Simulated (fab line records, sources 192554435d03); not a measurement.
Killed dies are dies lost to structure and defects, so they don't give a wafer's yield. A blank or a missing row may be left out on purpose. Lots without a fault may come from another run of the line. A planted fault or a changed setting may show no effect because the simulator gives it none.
A struck lot beside a sound one | flow n5_finfet | 15 steps out of a route of 1938
Sound: wafers L900.1, L900.3. Struck: wafers L891.1, L891.5, L891.6. The cause comes at the end.
At each step with rows: each side's tool, then ch and its chambers, then its first start. Under that, the readings that differ: sound wafers | struck wafers | difference of the means | sigmas: that difference in standard deviations of wafers without a fault.
alike: readings whose means differ by less than 2 such deviations, and words and numbers that are the same on both sides. not compared: withheld readings, readings that some wafer has no value for, bounds like >300 that may hide the same value, and numbers for which the record gives no deviation and whose values overlap.
The two part at a step that has a row with sigmas, a row that says differs or no value, or rows on one side only. Numbers that don't overlap but have no deviation are shown without sigmas and don't part them. A reading that every wafer of one side lacks parts them only if that side has two wafers or more.

first, 8 steps without rows for these wafers: N5_PASSIVATION_HMDS_37 (time 60 s); N5_PASSIVATION_COAT_38; N5_PASSIVATION_EBR_40; N5_PASSIVATION_SOFTBAKE_39 (time 120 s); N5_PASSIVATION_EXPOSE_41 (exposes mask PASS OPEN, defocus 0 nm, target cd 40000 nm); N5_PASSIVATION_PEB_42; N5_PASSIVATION_DEVELOP_43 (develop time 60 s); N5_PASSIVATION_HARDBAKE_45 (time 120 s).
N5_PASSIVATION_CD_MEAS_44: target cd 40000 nm.
  sound on cd_sem-02 ch 0, day 16 23:16; struck on cd_sem-01 ch 0, day 13 20:19
  alike: cd_nm
N5_PASSIVATION_OVL_MEAS_66:
  sound on overlay-02 ch 0, day 16 23:17; struck on overlay-01 ch 0, day 13 20:21
  alike: PASS_OPEN_OVL
N5_PASSIVATION_INSPECT_67: inspects for defects (macro).
  sound on defect_inspect-01, day 16 23:19; struck on defect_inspect-02, day 13 20:22
  alike: raw_defect_count
N5_PASSIVATION_DESCUM_46: chemistry O2, time 7.9 s.
  sound on rie_diel-02 ch 0,1, day 16 23:21; struck on rie_diel-02 ch 1,2, day 13 20:25
  alike: drypump_motor_current_A, o2_flow_sccm, oes_product_au, rf_vpp_V, showerhead_plenum_p_Torr, temp_c, throttle_valve_pct
  not compared: rf_hours_counter_h
N5_PASSIVATION_PASS_ETCH_47: etches SiNx in CF4/O2, target depth 770 nm, time 385 s.
  sound on rie_diel-02 ch 0,1, day 16 23:23; struck on rie_diel-02 ch 1,2, day 13 20:26
  reading                  | sound       | struck            | difference | sigmas
  oes_f_703_au (a.u.)      | 0.82 0.75   | 0.98 0.99 0.98    | +0.20      | +3
  rf_fwd_power_W (W)       | 532.1 534.6 | 662.0 661.5 659.9 | +127.8     | +80
  rf_vpp_V (V)             | 242 242     | 229 216 228       | -18        | -2
  model.etch.depth_nm (nm) | 803 762.5   | 876.3 922.5 870.4 | +107.0     |
  alike: drypump_motor_current_A, oes_product_au, showerhead_plenum_p_Torr, throttle_valve_pct
  not compared: rf_hours_counter_h
N5_PASSIVATION_ETCH_54: etches SiO2 in CHF3/O2, target depth 880 nm, time 440 s.
  sound on rie_diel-02 ch 0,1, day 16 23:37; struck on rie_diel-02 ch 1,2, day 13 20:40
  alike: drypump_motor_current_A, oes_f_703_au, oes_product_au, rf_fwd_power_W, rf_vpp_V, showerhead_plenum_p_Torr, throttle_valve_pct
  not compared: rf_hours_counter_h
N5_PASSIVATION_PROBE_49:
  the record has rows for the sound wafers here (prober-01, day 17 02:24) and none for the struck ones

WHERE THEY PART
First at N5_PASSIVATION_PASS_ETCH_47; last, within this record, at N5_PASSIVATION_PROBE_49.

WHY: what the simulator had put in
Process parameter drift: rie_diel-02, from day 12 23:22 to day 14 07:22, at N5_PASSIVATION_PASS_ETCH_47. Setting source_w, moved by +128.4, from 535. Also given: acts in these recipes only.
